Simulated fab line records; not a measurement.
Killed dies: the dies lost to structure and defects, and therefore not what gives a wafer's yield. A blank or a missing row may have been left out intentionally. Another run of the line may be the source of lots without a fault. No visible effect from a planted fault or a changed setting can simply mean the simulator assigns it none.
fab line records ; flow nandHarc
[record] lots = 12; wafers = 36; lastDay = 25
route steps=1159 shown A_STAIRCASE@595 END@1159
lots with no fault: from the same line, run without faults
startH: hours from the record's first day to the start of the lot's first wafer shown ; waitH: hours since the lot's step before ; " same as the row above ; L1.1+2: a single row standing in for several wafers ; - either no value or no given start ; * or withheld: withheld ; < > ~ a bound
route shown NAME@n: a module of which the file shows steps, and the number in the route of the first ; usual: the fault-free wafers' mean and standard deviation ; same: alike in all rows ; chamber/n: place in a boat ; sites: readings site by site ; _std_site: their standard deviation ; _edge_site: the outer-site mean with the inner-site mean subtracted ; radiusMm: how far each site lies from the wafer's centre ; mask NAME#n: copy n ; behind: the tool/chamber that last shaped the wafer ; hold: what put the lot on hold/how long, in hours/how the hold closed ; device: names the non-switching transistor (n, p or np) ; end of line: the route-end tests of the same wafers ; a step with no rows: only its recipe ; killed: dies lost to structure and defects at the first sort, not the wafer's yield ; map: the dies of a wafer, with x for killed, . for not killed, _ for no die there
set.NAME: the setting that was run; set.NAME@STEP: the one run at that earlier step ; model.NAME: the simulator's own value behind a step, which no gauge read
a sample of lots followed through the steps of the route, with each step as a table and each wafer as a row
services: the hour from which a tool's chamber was out of use, counted from the record's first day as startH (under 0 if before that day), plus the number of hours and why
[[steps]]
[step NHARC_A_STAIRCASE_ETCH_201]
[recipe] targetDepthA = 1000; timeS = 40.5; ionEnergyEv = 400; c4f8FlowSccm = 20; o2FlowSccm = 10; arFlowSccm = withheld; rfW = 600; biasW = 1000; chemistry = C4F8/O2
[usual] oesProductAu = 0.943/0.016; rfVppV = 893/5
lot.wafer;tool;chamber;startH;waitH;oesProductAu;rfHoursCounterH;rfVppV
L188.4;rieDiel-05;1;-;-;0.950;26;902
L188.2;rieDiel-05;2;-;-;0.959;27;892
L188.6;rieDiel-05;3;-;-;0.936;-;892
L189.4;rieDiel-13;1;-;-;0.934;47;893
L189.5;rieDiel-13;1;-;-;0.929;-;893
L189.6;rieDiel-13;2;-;-;0.932;-;896
L190.4;rieDiel-05;0;-;-;0.919;28;892
L190.1;rieDiel-05;1;-;-;0.945;31;904
L190.6;rieDiel-05;0;-;-;0.922;-;890
L192.3;rieDiel-05;1;-;-;0.937;34;902
L192.5;rieDiel-05;0;-;-;0.920;-;892
L192.6;rieDiel-05;1;-;-;0.938;-;903
L191.3;rieDiel-08;2;-;-;0.936;44;889
L191.6;rieDiel-08;0;-;-;0.957;-;891
L191.5;rieDiel-08;1;-;-;0.976;-;889
L193.1;rieDiel-08;2;-;-;0.947;47;889
L193.2;rieDiel-08;0;-;-;0.953;49;890
L193.5;rieDiel-08;2;-;-;0.948;-;890
L196.3;rieDiel-08;2;-;-;0.942;58;891
L196.4;rieDiel-08;1;-;-;0.969;-;887
L196.5;rieDiel-08;2;-;-;0.948;-;889
L195.1;rieDiel-05;3;-;-;0.941;38;892
L195.4;rieDiel-05;1;-;-;0.943;44;902
L195.5;rieDiel-05;2;-;-;0.939;-;893
L198.1;rieDiel-05;1;-;-;0.939;49;902
L198.2;rieDiel-05;2;-;-;0.958;48;892
L198.6;rieDiel-05;2;-;-;0.954;-;891
L203.4;rieDiel-08;1;-;-;0.961;12;890
L203.1;rieDiel-08;2;-;-;0.940;11;890
L203.5;rieDiel-08;2;-;-;0.939;-;889
L208.2;rieDiel-05;0;-;-;0.945;1;890
L208.3;rieDiel-05;3;-;-;0.949;1;891
L208.5;rieDiel-05;0;-;-;0.936;-;890
L210.3;rieDiel-05;3;-;-;0.954;7;892
L210.5;rieDiel-05;0;-;-;0.945;-;890
L210.6;rieDiel-05;1;-;-;0.974;-;901
[step NHARC_A_STAIRCASE_ETCH_221]
[recipe] targetDepthA = 1000; timeS = 40.5; ionEnergyEv = 400; c4f8FlowSccm = 20; o2FlowSccm = 10; arFlowSccm = withheld; rfW = 600; biasW = 1000; chemistry = C4F8/O2
[usual] oesProductAu = 0.937/0.016; rfVppV = 894/5.5
lot.wafer;tool;chamber;startH;waitH;oesProductAu;rfHoursCounterH;rfVppV
L188.4;rieDiel-13;3;-;-;0.905;44;905
L188.2;rieDiel-13;0;-;-;0.936;46;891
L188.6;rieDiel-13;1;-;-;0.919;-;892
L189.4;rieDiel-05;3;-;-;0.938;23;893
L189.5;rieDiel-05;1;-;-;0.938;-;903
L189.6;rieDiel-05;2;-;-;0.942;-;894
L190.1;rieDiel-05;1;-;-;0.929;32;904
L190.4;rieDiel-05;0;-;-;0.906;29;892
L190.6;rieDiel-05;1;-;-;0.940;-;902
L192.3;rieDiel-05;2;-;-;0.945;35;892
L192.5;rieDiel-05;3;-;-;0.942;-;892
L192.6;rieDiel-05;0;-;-;0.925;-;891
L191.3;rieDiel-08;3;-;-;0.940;50;887
L191.6;rieDiel-08;3;-;-;0.946;-;888
L191.5;rieDiel-08;0;-;-;0.942;-;891
L193.2;rieDiel-05;3;-;-;0.941;29;894
L193.1;rieDiel-05;0;-;-;0.948;34;891
L193.5;rieDiel-05;2;-;-;0.949;-;893
L196.3;rieDiel-13;2;-;-;0.926;2;894
L196.4;rieDiel-13;3;-;-;0.952;2;905
L196.5;rieDiel-13;1;-;-;0.932;-;894
L195.4;rieDiel-05;2;-;-;0.937;46;893
L195.1;rieDiel-05;3;-;-;0.924;39;893
L195.5;rieDiel-05;0;-;-;0.918;-;891
L198.1;rieDiel-13;3;-;-;0.953;6;905
L198.2;rieDiel-13;1;-;-;0.933;7;893
L198.6;rieDiel-13;3;-;-;0.953;-;903
L203.1;rieDiel-13;2;-;-;0.919;24;892
L203.4;rieDiel-13;0;-;-;0.945;22;888
L203.5;rieDiel-13;2;-;-;0.907;-;895
L208.3;rieDiel-13;1;-;-;0.926;29;893
L208.2;rieDiel-13;2;-;-;0.929;30;893
L208.5;rieDiel-13;3;-;-;0.941;-;904
L210.3;rieDiel-13;3;-;-;0.920;40;905
L210.5;rieDiel-13;0;-;-;0.935;-;890
L210.6;rieDiel-13;1;-;-;0.914;-;891
[step NHARC_A_STAIRCASE_ETCH_223]
[recipe] targetDepthA = 1000; timeS = 40.5; ionEnergyEv = 400; c4f8FlowSccm = 20; o2FlowSccm = 10; arFlowSccm = withheld; rfW = 600; biasW = 1000; chemistry = C4F8/O2
[usual] oesProductAu = 0.936/0.015; rfVppV = 893/5.3
lot.wafer;tool;chamber;startH;waitH;oesProductAu;rfHoursCounterH;rfVppV
L188.2;rieDiel-13;1;-;-;0.921;44;893
L188.4;rieDiel-13;2;-;-;0.927;42;895
L188.6;rieDiel-13;1;-;-;0.923;-;894
L189.4;rieDiel-05;3;-;-;0.935;23;893
L189.6;rieDiel-05;0;-;-;0.908;-;891
L189.5;rieDiel-05;1;-;-;0.940;-;904
L190.4;rieDiel-05;3;-;-;0.931;24;893
L190.1;rieDiel-05;2;-;-;0.939;33;894
L190.6;rieDiel-05;3;-;-;0.936;-;893
L192.3;rieDiel-05;1;-;-;0.933;35;903
L192.5;rieDiel-05;2;-;-;0.926;-;892
L192.6;rieDiel-05;3;-;-;0.934;-;892
L191.3;rieDiel-08;1;-;-;0.952;48;890
L191.6;rieDiel-08;2;-;-;0.925;-;890
L191.5;rieDiel-08;3;-;-;0.965;-;888
L193.2;rieDiel-05;3;-;-;0.948;29;892
L193.1;rieDiel-05;2;-;-;0.954;38;894
L193.5;rieDiel-05;0;-;-;0.941;-;890
L196.3;rieDiel-13;0;-;-;0.958;2;889
L196.4;rieDiel-13;1;-;-;0.929;2;891
L196.5;rieDiel-13;3;-;-;0.928;-;906
L195.1;rieDiel-05;1;-;-;0.950;47;901
L195.4;rieDiel-05;2;-;-;0.947;46;893
L195.5;rieDiel-05;2;-;-;0.961;-;891
L198.2;rieDiel-13;3;-;-;0.956;6;904
L198.1;rieDiel-13;0;-;-;0.968;7;889
L198.6;rieDiel-13;1;-;-;0.926;-;894
L203.1;rieDiel-13;2;-;-;0.917;24;893
L203.4;rieDiel-13;3;-;-;0.927;23;904
L203.5;rieDiel-13;3;-;-;0.923;-;905
L208.3;rieDiel-13;3;-;-;0.926;29;904
L208.2;rieDiel-13;1;-;-;0.921;29;893
L208.5;rieDiel-13;1;-;-;0.931;-;893
L210.3;rieDiel-13;3;-;-;0.926;40;904
L210.6;rieDiel-13;1;-;-;0.914;-;892
L210.5;rieDiel-13;2;-;-;0.911;-;893
[step NHARC_A_STAIRCASE_TRIM_233]
[recipe] timeS = 211.2; o2FlowSccm = 500; arFlowSccm = 0; biasW = 0; chemistry = O2
[usual] drypumpMotorCurrentA = 5.7/0.49; oesProductAu = 0.998/0.015; rfVppV = 57.6/0.9; showerheadPlenumPTorr = 3.45/0.14; throttleValvePct = 17.035/0.0093
lot.wafer;tool;chamber;startH;waitH;drypumpMotorCurrentA;oesProductAu;rfHoursCounterH;rfVppV;showerheadPlenumPTorr;throttleValvePct
L188.4;rieDiel-08;1;242.87;-;6.0;1.012;39;56.9;3.34;17.029
L188.2;rieDiel-08;0;242.87;-;5.4;1.019;39;57.8;3.39;17.055
L188.6;rieDiel-08;2;242.87;-;5.0;0.973;-;57.3;3.37;17.042
L189.4;rieDiel-05;1;255.07;-;6.5;1.010;32;59.3;3.71;17.045
L189.6;rieDiel-05;3;255.07;-;5.8;0.994;-;57.4;3.42;17.043
L189.5;rieDiel-05;0;255.07;-;5.4;0.984;-;58.8;3.39;17.035
L190.4;rieDiel-13;3;256.54;-;6.2;0.979;50;57.7;3.78;17.027
L190.1;rieDiel-13;0;256.54;-;6.2;1.002;51;56.6;3.36;17.016
L190.6;rieDiel-13;2;256.54;-;5.0;0.989;-;57.2;3.47;17.050
L192.3;rieDiel-05;2;263.23;-;6.1;0.999;36;56.8;3.45;17.028
L192.5;rieDiel-05;1;263.23;-;6.5;1.005;-;57.6;3.71;17.028
L192.6;rieDiel-05;2;263.23;-;6.1;1.016;-;57.1;3.45;17.030
L191.3;rieDiel-08;2;264.75;-;5.0;0.978;47;57.4;3.37;17.043
L191.6;rieDiel-08;1;264.75;-;6.0;1.024;-;57.6;3.33;17.047
L191.5;rieDiel-08;2;264.75;-;5.0;0.979;-;55.9;3.37;17.048
L193.1;rieDiel-13;0;270.51;-;6.2;0.991;56;56.9;3.35;17.030
L193.2;rieDiel-13;2;270.51;-;5.0;0.985;55;58.0;3.47;17.028
L193.5;rieDiel-13;0;270.51;-;6.2;0.994;-;57.9;3.35;17.054
L196.3;rieDiel-05;1;292.13;-;6.5;1.006;47;57.8;3.70;17.025
L196.4;rieDiel-05;2;292.13;-;6.1;1.014;47;56.6;3.44;17.035
L196.5;rieDiel-05;0;292.13;-;5.4;0.989;-;55.9;3.39;17.021
L195.4;rieDiel-13;0;293.12;-;6.2;1.022;4;56.0;3.35;17.038
L195.1;rieDiel-13;1;293.12;-;6.0;0.978;4;56.7;3.44;17.038
L195.5;rieDiel-13;2;293.12;-;5.0;0.983;-;58.3;3.46;17.037
L198.2;rieDiel-05;2;302.30;-;6.1;1.004;49;58.0;3.44;17.042
L198.1;rieDiel-05;0;302.30;-;5.4;0.982;48;57.3;3.39;17.039
L198.6;rieDiel-05;1;302.30;-;6.5;1.001;-;59.0;3.70;17.034
L203.4;rieDiel-13;0;346.22;-;6.2;1.374;23;55.2;3.34;17.036
L203.1;rieDiel-13;2;346.22;-;5.0;0.984;25;57.4;3.45;17.038
L203.5;rieDiel-13;1;346.22;-;6.0;0.985;-;58.8;3.43;17.034
L208.3;rieDiel-05;2;358.17;-;6.1;1.002;3;56.9;3.43;17.039
L208.2;rieDiel-05;3;358.17;-;5.8;0.997;3;57.5;3.40;17.038
L208.5;rieDiel-05;0;358.17;-;5.4;0.989;-;57.0;3.37;17.023
L210.3;rieDiel-05;0;384.46;-;5.4;0.996;15;55.8;3.37;17.035
L210.6;rieDiel-05;2;384.46;-;6.1;1.008;-;58.0;3.43;17.038
L210.5;rieDiel-05;3;384.46;-;5.8;1.003;-;58.4;3.40;17.036
[step NHARC_END_SORT_01]
[recipe] tempC = 25
[usual] killedAtArray = 27/11; killedAtOther = 0.7/1.1; killedAtPeriphery = 3.6/2.4; killedDies = 32/11; killedOpen = 3.3/1.8; killedShort = 2.1/1.5
[same] grossDies = 677
lot.wafer;tool;chamber;startH;waitH;hold;killedAtArray;killedAtOther;killedAtPeriphery;killedDies;killedOpen;killedShort
L188.2;prober-01;0;447.45;2.8;-;24;0;0;24;3;2
L188.4;prober-01;0;449.06;3.4;-;21;0;4;25;5;2
L188.6;prober-01;0;450.67;4.0;-;18;0;4;22;2;0
L189.4;prober-02;0;454.70;3.4;-;14;1;4;19;3;6
L189.5;prober-02;0;455.50;3.7;-;14;0;5;19;6;1
L189.6;prober-02;0;456.30;4.0;-;11;0;6;17;3;5
L192.3;prober-01;0;456.06;3.1;-;15;0;7;22;1;6
L192.5;prober-01;0;457.67;3.7;-;18;0;6;24;5;2
L192.6;prober-01;0;458.47;4.0;-;15;0;5;20;2;6
L190.1;prober-02;0;460.09;2.5;-;29;0;12;41;3;3
L190.4;prober-02;0;462.51;3.4;-;20;2;7;29;2;0
L190.6;prober-02;0;464.12;4.0;-;24;2;10;36;4;1
L193.1;prober-01;0;462.26;2.5;-;29;1;2;32;7;3
L193.2;prober-01;0;463.06;2.8;-;15;2;8;25;3;2
L193.5;prober-01;0;465.45;3.7;-;14;0;2;16;0;1
L191.3;prober-02;0;470.00;3.1;-;32;0;4;36;3;3
L191.5;prober-02;0;471.57;3.6;-;18;0;1;19;1;0
L191.6;prober-02;0;472.36;3.9;-;32;0;3;35;4;2
L195.1;prober-02;0;494.34;2.5;-;35;0;4;39;1;2
L195.4;prober-02;0;496.74;3.4;-;25;1;7;33;3;2
L195.5;prober-02;0;497.55;3.7;-;32;0;6;38;3;4
L196.3;prober-01;0;496.04;3.1;-;20;1;5;26;2;2
L196.4;prober-01;0;496.82;3.4;-;23;1;5;29;5;2
L196.5;prober-01;0;497.61;3.7;-;29;0;4;33;3;4
L198.1;prober-02;0;502.12;2.5;-;33;1;3;37;6;3
L198.2;prober-02;0;502.92;2.8;-;39;0;5;44;5;1
L198.6;prober-02;0;506.11;4.0;-;26;0;4;30;4;2
L203.1;prober-02;0;535.32;2.5;awaitDispo/4.3h/release;28;2;5;35;2;0
L203.4;prober-02;0;537.70;3.4;awaitDispo/4.3h/release;674;0;3;677;2;0
L203.5;prober-02;0;538.49;3.7;awaitDispo/4.3h/release;48;0;1;49;5;5
L208.2;prober-02;0;553.04;2.8;-;32;0;2;34;4;1
L208.3;prober-02;0;553.84;3.1;-;38;1;2;41;3;3
L208.5;prober-02;0;555.44;3.7;-;18;1;4;23;2;0
L210.3;prober-01;0;590.69;3.2;-;29;2;2;33;4;4
L210.5;prober-01;0;592.31;3.8;-;23;2;3;28;3;1
L210.6;prober-01;0;593.12;4.1;-;15;2;1;18;5;2
// killed by level:class
L188.2 A_SLIT:chamberFilmFlake=13 A_CONTACT:geometricParticle:open=2 A_WL_FILL:chamberFilmFlake=2 A_CONTACT:chamberFilmFlake=2 A_ONON_D1:geometricParticle:open=1 A_CHANNEL_FILL_D1:geometricParticle:short=1 A_WL_FILL:geometricParticle:short=1 A_CHANNEL_HOLE_D1:chamberFilmFlake=1
L188.4 A_SLIT:chamberFilmFlake=6 A_CONTACT:chamberFilmFlake=5 A_M0:geometricParticle:open=2 A_CHANNEL_HOLE_D1:chamberFilmFlake=2 A_WL_FILL:chamberFilmFlake=2 P_STI:geometricParticle:open=1 P_M1:geometricParticle:open=1 A_ONON_D1:geometricParticle:short=1
L188.6 A_SLIT:chamberFilmFlake=6 A_WL_FILL:chamberFilmFlake=4 A_CHANNEL_HOLE_D1:chamberFilmFlake=3 A_STAIRCASE:chamberFilmFlake=2 A_CONTACT:chamberFilmFlake=2 P_GATE:geometricParticle:open=1 A_WL_FILL:geometricParticle:open=1 P_STI:chamberFilmFlake=1
L189.4 A_CHANNEL_HOLE_D1:chamberFilmFlake=3 A_STAIRCASE:chamberFilmFlake=3 A_CONTACT:chamberFilmFlake=2 P_STI:geometricParticle:short=1 P_GATE:geometricParticle:open=1 P_M1:geometricParticle:short=1 A_ONON_D1:geometricParticle:short=1 A_CHANNEL_HOLE_D1:geometricParticle:open=1
L189.5 A_CHANNEL_HOLE_D1:chamberFilmFlake=5 A_CONTACT:chamberFilmFlake=3 P_CONTACT:geometricParticle:open=2 P_GATE:chamberFilmFlake=2 P_M0:geometricParticle:open=1 A_ONON_D1:geometricParticle:open=1 A_CHANNEL_FILL_D1:geometricParticle:open=1 A_WL_FILL:geometricParticle:short=1
L192.3 P_ZERO_WELL:chamberFilmFlake=6 A_WL_FILL:geometricParticle:short=3 A_STAIRCASE:chamberFilmFlake=3 A_CONTACT:chamberFilmFlake=3 A_WL_FILL:chamberFilmFlake=2 P_CONTACT:geometricParticle:short=1 A_CHANNEL_FILL_D1:geometricParticle:open=1 A_CHANNEL_FILL_D1:geometricParticle:short=1
L189.6 A_CHANNEL_HOLE_D1:chamberFilmFlake=4 P_M0:geometricParticle:short=2 A_STAIRCASE:chamberFilmFlake=2 P_STI:geometricParticle:short=1 P_GATE:geometricParticle:open=1 A_SGD_CUT:geometricParticle:short=1 A_SGD_CUT:geometricParticle:open=1 A_WL_FILL:geometricParticle:short=1
L192.5 A_STAIRCASE:chamberFilmFlake=5 P_CONTACT:geometricParticle:open=3 A_CONTACT:chamberFilmFlake=3 A_CHANNEL_HOLE_D1:geometricParticle:short=2 A_CHANNEL_HOLE_D1:chamberFilmFlake=2 A_CHANNEL_FILL_D1:chamberFilmFlake=2 A_WL_FILL:chamberFilmFlake=2 A_SGD_CUT:geometricParticle:open=1
L192.6 A_CHANNEL_HOLE_D1:chamberFilmFlake=5 A_WL_FILL:geometricParticle:short=3 P_ZERO_WELL:chamberFilmFlake=3 A_CONTACT:chamberFilmFlake=2 P_STI:geometricParticle:short=1 P_CONTACT:geometricParticle:open=1 A_CHANNEL_HOLE_D1:geometricParticle:short=1 A_WL_FILL:geometricParticle:open=1
L190.1 A_CHANNEL_HOLE_D1:chamberFilmFlake=11 P_CONTACT:chamberFilmFlake=9 A_SLIT:chamberFilmFlake=8 A_ZERO_WELL:chamberFilmFlake=5 A_CONTACT:geometricParticle:open=2 A_STAIRCASE:chamberFilmFlake=2 P_CONTACT:geometricParticle:short=1 P_M0:geometricParticle:open=1
L193.1 A_CHANNEL_HOLE_D1:chamberFilmFlake=9 A_STAIRCASE:chamberFilmFlake=5 A_CONTACT:chamberFilmFlake=5 A_SOURCE_PLATE:geometricParticle:open=2 P_M0:geometricParticle:open=1 A_ONON_D1:geometricParticle:open=1 A_SGD_CUT:geometricParticle:short=1 A_WL_FILL:geometricParticle:open=1
L190.4 A_CHANNEL_HOLE_D1:chamberFilmFlake=9 P_CONTACT:chamberFilmFlake=5 A_SLIT:chamberFilmFlake=4 A_STAIRCASE:chamberFilmFlake=2 A_CONTACT:chamberFilmFlake=2 P_CONTACT:geometricParticle:open=1 A_WL_FILL:geometricParticle:open=1 P_STI:chamberFilmFlake=1
L193.2 A_CHANNEL_HOLE_D1:chamberFilmFlake=7 P_ZERO_WELL:chamberFilmFlake=5 A_CONTACT:chamberFilmFlake=5 P_CONTACT:geometricParticle:open=2 THIN_TSV:chamberFilmFlake=2 P_M1:geometricParticle:short=1 A_CHANNEL_FILL_D1:geometricParticle:open=1 A_CONTACT:geometricParticle:short=1
L190.6 A_CHANNEL_HOLE_D1:chamberFilmFlake=12 P_CONTACT:chamberFilmFlake=8 A_SLIT:chamberFilmFlake=5 A_CONTACT:chamberFilmFlake=3 THIN_TSV:chamberFilmFlake=2 P_CONTACT:geometricParticle:open=1 P_M0:geometricParticle:open=1 A_ONON_D1:geometricParticle:open=1
L193.5 A_CHANNEL_HOLE_D1:chamberFilmFlake=9 A_CONTACT:chamberFilmFlake=3 P_M2:geometricParticle:short=1 P_ZERO_WELL:chamberFilmFlake=1 A_STAIRCASE:chamberFilmFlake=1 A_SLIT:chamberFilmFlake=1
L191.3 A_CHANNEL_HOLE_D1:chamberFilmFlake=13 A_SLIT:chamberFilmFlake=7 A_WL_FILL:geometricParticle:short=3 A_STAIRCASE:chamberFilmFlake=3 A_CONTACT:chamberFilmFlake=3 P_STI:geometricParticle:open=1 P_CONTACT:geometricParticle:open=1 P_M0:geometricParticle:open=1
L191.5 A_CHANNEL_HOLE_D1:chamberFilmFlake=7 A_STAIRCASE:chamberFilmFlake=5 A_SLIT:chamberFilmFlake=4 P_GATE:geometricParticle:open=1 A_ZERO_WELL:chamberFilmFlake=1 A_CONTACT:chamberFilmFlake=1
L191.6 A_CHANNEL_HOLE_D1:chamberFilmFlake=11 A_SLIT:chamberFilmFlake=8 A_STAIRCASE:chamberFilmFlake=3 A_CONTACT:chamberFilmFlake=3 A_CONTACT:geometricParticle:open=2 A_ZERO_WELL:chamberFilmFlake=2 P_CONTACT:geometricParticle:open=1 P_M0:geometricParticle:open=1
L195.1 A_CHANNEL_HOLE_D1:chamberFilmFlake=20 A_SLIT:chamberFilmFlake=11 P_ZERO_WELL:chamberFilmFlake=3 P_M0:geometricParticle:open=1 A_SOURCE_PLATE:geometricParticle:short=1 A_WL_FILL:geometricParticle:short=1 A_STAIRCASE:chamberFilmFlake=1 A_CONTACT:chamberFilmFlake=1
L196.3 A_SLIT:chamberFilmFlake=8 A_STAIRCASE:chamberFilmFlake=3 A_CONTACT:chamberFilmFlake=3 P_STI:chamberFilmFlake=2 A_CHANNEL_HOLE_D1:chamberFilmFlake=2 A_CHANNEL_FILL_D1:geometricParticle:short=1 A_CONTACT:geometricParticle:open=1 A_M0:geometricParticle:open=1
L195.4 A_CHANNEL_HOLE_D1:chamberFilmFlake=13 A_SLIT:chamberFilmFlake=6 P_M0:geometricParticle:open=2 P_GATE:chamberFilmFlake=2 A_STAIRCASE:chamberFilmFlake=2 P_M1:geometricParticle:open=1 A_WL_FILL:geometricParticle:short=1 A_CONTACT:geometricParticle:short=1
L196.4 A_SLIT:chamberFilmFlake=6 A_CONTACT:chamberFilmFlake=5 A_STAIRCASE:chamberFilmFlake=4 P_ZERO_WELL:chamberFilmFlake=3 A_M0:geometricParticle:open=2 A_ONON_D1:geometricParticle:open=1 A_WL_FILL:geometricParticle:open=1 A_CONTACT:geometricParticle:open=1
L195.5 A_CHANNEL_HOLE_D1:chamberFilmFlake=16 A_SLIT:chamberFilmFlake=7 P_ZERO_WELL:chamberFilmFlake=2 A_STAIRCASE:chamberFilmFlake=2 A_CONTACT:chamberFilmFlake=2 P_CONTACT:geometricParticle:open=1 P_M0:geometricParticle:short=1 A_CHANNEL_FILL_D1:geometricParticle:open=1
L196.5 A_SLIT:chamberFilmFlake=9 A_CONTACT:chamberFilmFlake=7 A_ONON_D1:geometricParticle:short=3 A_CHANNEL_HOLE_D1:chamberFilmFlake=2 A_CHANNEL_FILL_D1:chamberFilmFlake=2 A_STAIRCASE:chamberFilmFlake=2 P_M0:geometricParticle:open=1 A_SOURCE_PLATE:geometricParticle:open=1
L198.1 A_SLIT:chamberFilmFlake=10 A_CONTACT:chamberFilmFlake=6 A_CHANNEL_HOLE_D1:chamberFilmFlake=5 A_M0:geometricParticle:open=3 P_ZERO_WELL:chamberFilmFlake=2 A_STAIRCASE:chamberFilmFlake=2 A_WL_FILL:chamberFilmFlake=2 P_CONTACT:geometricParticle:open=1
L198.2 A_SLIT:chamberFilmFlake=21 A_CHANNEL_HOLE_D1:chamberFilmFlake=5 P_ZERO_WELL:chamberFilmFlake=4 A_M0:geometricParticle:open=3 A_WL_FILL:chamberFilmFlake=3 A_CONTACT:chamberFilmFlake=3 A_SOURCE_PLATE:geometricParticle:open=1 A_BLC:geometricParticle:short=1
L198.6 A_SLIT:chamberFilmFlake=10 A_CONTACT:chamberFilmFlake=9 P_ZERO_WELL:chamberFilmFlake=3 A_ONON_D1:geometricParticle:short=2 P_GATE:geometricParticle:open=1 A_SGD_CUT:geometricParticle:open=1 A_CONTACT:geometricParticle:open=1 A_M0:geometricParticle:open=1
L203.1 A_SLIT:chamberFilmFlake=15 A_CHANNEL_HOLE_D1:chamberFilmFlake=12 THIN_TSV:chamberFilmFlake=2 P_STI:geometricParticle:open=1 P_CONTACT:geometricParticle:open=1 P_ZERO_WELL:chamberFilmFlake=1 P_STI:chamberFilmFlake=1 P_M0:chamberFilmFlake=1
L203.4 A_STAIRCASE:areaTrim=642 A_CHANNEL_HOLE_D1:chamberFilmFlake=15 A_SLIT:chamberFilmFlake=11 A_CONTACT:chamberFilmFlake=4 P_M0:chamberFilmFlake=2 A_CHANNEL_FILL_D1:geometricParticle:open=1 A_CONTACT:geometricParticle:open=1 P_GATE:chamberFilmFlake=1
L203.5 A_CHANNEL_HOLE_D1:chamberFilmFlake=23 A_SLIT:chamberFilmFlake=13 A_SGD_CUT:geometricParticle:short=2 A_CONTACT:geometricParticle:open=2 A_M0:geometricParticle:short=2 A_ONON_D1:geometricParticle:open=1 A_STAIRCASE:geometricParticle:open=1 A_SGD_CUT:geometricParticle:open=1
L208.2 A_SLIT:chamberFilmFlake=17 A_CHANNEL_HOLE_D1:chamberFilmFlake=4 A_CONTACT:chamberFilmFlake=4 A_M0:geometricParticle:open=2 A_BONDPAD:chamberFilmFlake=2 P_CONTACT:geometricParticle:open=1 A_M1:geometricParticle:open=1 A_M1:geometricParticle:short=1
L208.3 A_SLIT:chamberFilmFlake=15 A_CHANNEL_HOLE_D1:chamberFilmFlake=8 A_BONDPAD:chamberFilmFlake=4 A_WL_FILL:geometricParticle:short=2 A_CONTACT:geometricParticle:open=2 A_ZERO_WELL:chamberFilmFlake=2 A_CONTACT:chamberFilmFlake=2 P_STI:geometricParticle:open=1
L208.5 A_SLIT:chamberFilmFlake=5 A_CHANNEL_HOLE_D1:chamberFilmFlake=4 A_CONTACT:chamberFilmFlake=3 P_STI:chamberFilmFlake=2 A_STAIRCASE:chamberFilmFlake=2 A_BONDPAD:chamberFilmFlake=2 P_GATE:geometricParticle:open=1 A_CHANNEL_FILL_D1:geometricParticle:open=1
L210.3 A_CONTACT:chamberFilmFlake=8 A_CHANNEL_HOLE_D1:chamberFilmFlake=7 A_CHANNEL_FILL_D1:chamberFilmFlake=4 A_ONON_D1:geometricParticle:short=2 A_M0:geometricParticle:open=2 P_STI:chamberFilmFlake=2 THIN_TSV:chamberFilmFlake=2 A_CHANNEL_FILL_D1:geometricParticle:short=1
L210.5 A_CHANNEL_HOLE_D1:chamberFilmFlake=9 A_CONTACT:chamberFilmFlake=9 THIN_TSV:chamberFilmFlake=2 P_CONTACT:geometricParticle:open=1 A_SOURCE_PLATE:geometricParticle:open=1 A_CHANNEL_FILL_D1:geometricParticle:short=1 A_CONTACT:geometricParticle:open=1 P_ZERO_WELL:chamberFilmFlake=1
L210.6 A_CHANNEL_HOLE_D1:chamberFilmFlake=4 A_CONTACT:geometricParticle:open=3 A_CONTACT:chamberFilmFlake=3 A_SOURCE_PLATE:geometricParticle:open=1 A_CHANNEL_FILL_D1:geometricParticle:open=1 A_M0:geometricParticle:short=1 STARTING-WAFER:geometricParticle:short=1 P_STI:chamberFilmFlake=1
[[services]]
tool;chamber;startH;hours;kind
rieDiel-05;0;222.22;-;clean
rieDiel-05;1;222.22;-;clean
rieDiel-05;2;222.22;-;clean
rieDiel-05;3;222.22;-;clean
rieDiel-08;0;230.90;4.1;repair
rieDiel-05;0;246.78;-;clean
rieDiel-05;1;246.78;-;clean
rieDiel-05;2;246.78;-;clean
rieDiel-05;3;246.78;-;clean
rieDiel-08;2;253.28;3.2;repair
rieDiel-05;0;271.28;-;clean
rieDiel-05;1;271.28;-;clean
rieDiel-05;2;271.28;-;clean
rieDiel-05;3;271.28;-;clean
rieDiel-05;2;273.08;2.7;repair
rieDiel-13;-;276.04;9.0;pm
rieDiel-08;3;287.17;3.8;repair
rieDiel-05;0;295.78;-;clean
rieDiel-05;1;295.78;-;clean
rieDiel-05;2;295.78;-;clean
rieDiel-05;3;295.78;-;clean
rieDiel-08;0;328.04;12.9;repair
rieDiel-05;-;340.67;9.0;pm
rieDiel-05;3;358.94;11.9;repair
[[key]]
[firstSign] step = NHARC_A_STAIRCASE_TRIM_233; reading = oesProductAu; direction = up; sigmas = 26; usual = 0.998; struck = 1.374
[effect] step = NHARC_END_SORT_01; reading = killedAtArray; direction = up; sigmas = 60; usual = 27; struck = 674
[moreKillsBornAt] NHARC_A_STAIRCASE_TRIM_233@rieDiel-13 = 642
metAt NHARC_A_STAIRCASE_TRIM_233
struckLots L203
struckWafers L203.4
laterRowsLeftOut L203.4
testerLeftOut L203
notActingAt NHARC_A_STAIRCASE_ETCH_201,NHARC_A_STAIRCASE_ETCH_221,NHARC_A_STAIRCASE_ETCH_223
onsetBetween 293.12 346.22
[fault] kind = processParameterDrift; tool = rieDiel-13; chamber = 0; onsetH = 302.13; steps = NHARC_A_STAIRCASE_TRIM_233; channel = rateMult; offset = 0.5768; shape = step; endH = 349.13
// testerLeftOut: of these lots the tester's yield and bins aren't shown, on N5 and GAA mostly nor the transistor test; their killed dies are dies lost to structure and defects alone, not to doping, threshold or leakage, so they don't give the yield
// laterRowsLeftOut: the simulator's readings of these wafers behind a module that went badly wrong aren't trusted and aren't shown, but for the sort
